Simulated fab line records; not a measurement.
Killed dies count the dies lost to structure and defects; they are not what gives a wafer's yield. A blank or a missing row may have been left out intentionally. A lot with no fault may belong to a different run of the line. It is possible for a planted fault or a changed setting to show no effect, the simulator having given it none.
Comparing a struck lot with a sound one | flow n5Finfet | 20 steps out of a route of 1938
Sound: the wafers L242.1, L242.4, L242.6. Wafers struck: L261.3, L261.4, L261.6. Last of all comes the cause.
Order at every step that has rows: each side's tool, ch and its chambers, its first start. Under that, the readings that differ: sound wafers | struck wafers | difference of the means | sigmas: that difference in standard deviations of wafers without a fault.
alike: readings with means less than 2 such deviations apart, plus words and numbers identical on both sides. not compared: withheld readings, readings lacking a value on some wafer, bounds such as >300 that could conceal the same value, and numbers that have no deviation in the record and whose values overlap.
A row with sigmas, a row that says differs or no value, or rows on one side alone: a step with any of these is where the two part. Non-overlapping numbers with no deviation appear without sigmas and do not part them. Lack of a reading on every wafer of one side parts them only where that side has two or more wafers.

N5_BEOL_M1_RS_MEAS_58: measurement is done with a four-point probe.
  struck on filmMetro-01, day 11 19:16; sound on filmMetro-02, day 7 18:31
  alike: M1_RS
N5_BEOL_M1_INSPECT_59: inspects for defects (darkfield).
  struck on defectInspect-02, day 11 19:17; sound on defectInspect-01, day 7 18:32
  alike: rawDefectCount
N5_BEOL_M2_ILD_DEP_00: deposits SiOC from DEMS/O2, target thk 79 nm, time 15.3 s.
  sound on pecvd-01 ch 0,1,2, day 7 18:34; struck on pecvd-01 ch 0,1, day 11 19:20
  alike: heaterPowerW, showerheadPlenumPTorr, throttleValvePct
  not compared: sinceWetCleanH
N5_BEOL_M2_THK_MEAS_01:
  struck on filmMetro-01, day 11 19:24; sound on filmMetro-01, day 7 18:38
  alike: M2_ILD_THK
N5_BEOL_M2_PECVD_72: deposits SiO2 from TEOS/O2, target thk 16 nm, time 18 s.
  sound on pecvd-02 ch 0,1,2, day 7 18:41; struck on pecvd-02 ch 0,1,2, day 11 19:26
  alike: heaterPowerW, showerheadPlenumPTorr, throttleValvePct
  not compared: sinceWetCleanH
N5_BEOL_M2_HM_DEP_02: deposits TiN, target thk 20 nm.
  struck on pvdSputter-01, day 11 20:15; sound on pvdSputter-03, day 7 19:36
reading              | sound          | struck         | difference | sigmas
throttleValvePct (%) | 29.1 28.3 28.5 | 30.9 31.8 29.6 | +2.1       | +2
then, 6 steps without rows for these wafers: N5_BEOL_M2_COAT_61 (time 60 s, resist thk 60 nm); N5_BEOL_M2_COAT_62 (time 60 s, resist thk 12 nm); N5_BEOL_M2_COAT_73 (time 60 s, resist thk 5 nm); N5_BEOL_M2_COAT_05 (resist thk 30 nm); N5_BEOL_M2_EBR_07; N5_BEOL_M2_SOFTBAKE_06 (time 60 s).
N5_BEOL_M2_EXPOSE_08: exposes mask M2.
  sound on euvScanner-02 ch 0, day 7 19:59; struck on euvScanner-02 ch 0, day 11 20:39
reading                       | sound       | struck      | difference | sigmas
model.BEOL_M2.overlayXNm (nm) | 0.4 0.4 0.4 | 7.6 7.6 7.6 | +7.2       | 
  alike: mask
then, 2 steps without rows for these wafers: N5_BEOL_M2_PEB_09 (peb time 60 s); N5_BEOL_M2_DEVELOP_10 (develop time 30 s).
N5_BEOL_M2_CD_MEAS_11: target cd 16.79 nm.
  sound on cdSem-02 ch 0, day 7 20:07; struck on cdSem-03 ch 0, day 11 20:46
  alike: cdNm
N5_BEOL_M2_OVL_MEAS_12:
  sound on overlay-01 ch 0, day 7 20:09; struck on overlay-01 ch 0, day 11 20:49
reading     | sound         | struck      | difference | sigmas
M2_OVL (nm) | 0.9 -0.2 -0.5 | 7.8 7.8 8.6 | +8.0       | +11
N5_BEOL_M2_INSPECT_13: inspects for defects (brightfield).
  struck on defectInspect-01, day 11 20:52; sound on defectInspect-01, day 7 20:13
  alike: rawDefectCount
N5_BEOL_M4_RC_MEAS_101:
  sound on prober-01 ch 0, day 9 00:28; struck on prober-02 ch 0, day 13 19:11
reading       | sound       | struck      | difference | sigmas
ION_N (uA/um) | 661 655 647 | 679 678 687 | +27        | +2
  alike: DIBL_N, DIBL_P, IOFF_N, IOFF_P, ION_P, SS_N, SS_P, VT_N, VT_P
-- a jump in the record: the struck wafers' starts before and after are 4 days apart (it breaks off in module BEOL_M4 and resumes in module PASSIVATION, where the first step shown is number 1936 of the route) --
N5_PASSIVATION_PROBE_49:
  record: rows for the struck wafers here (prober-01, day 17 21:43), none for the sound ones

== WHERE THEY PART ==
First at N5_BEOL_M2_HM_DEP_02; last, within this record, at N5_PASSIVATION_PROBE_49.

WHY: what the simulator had put in
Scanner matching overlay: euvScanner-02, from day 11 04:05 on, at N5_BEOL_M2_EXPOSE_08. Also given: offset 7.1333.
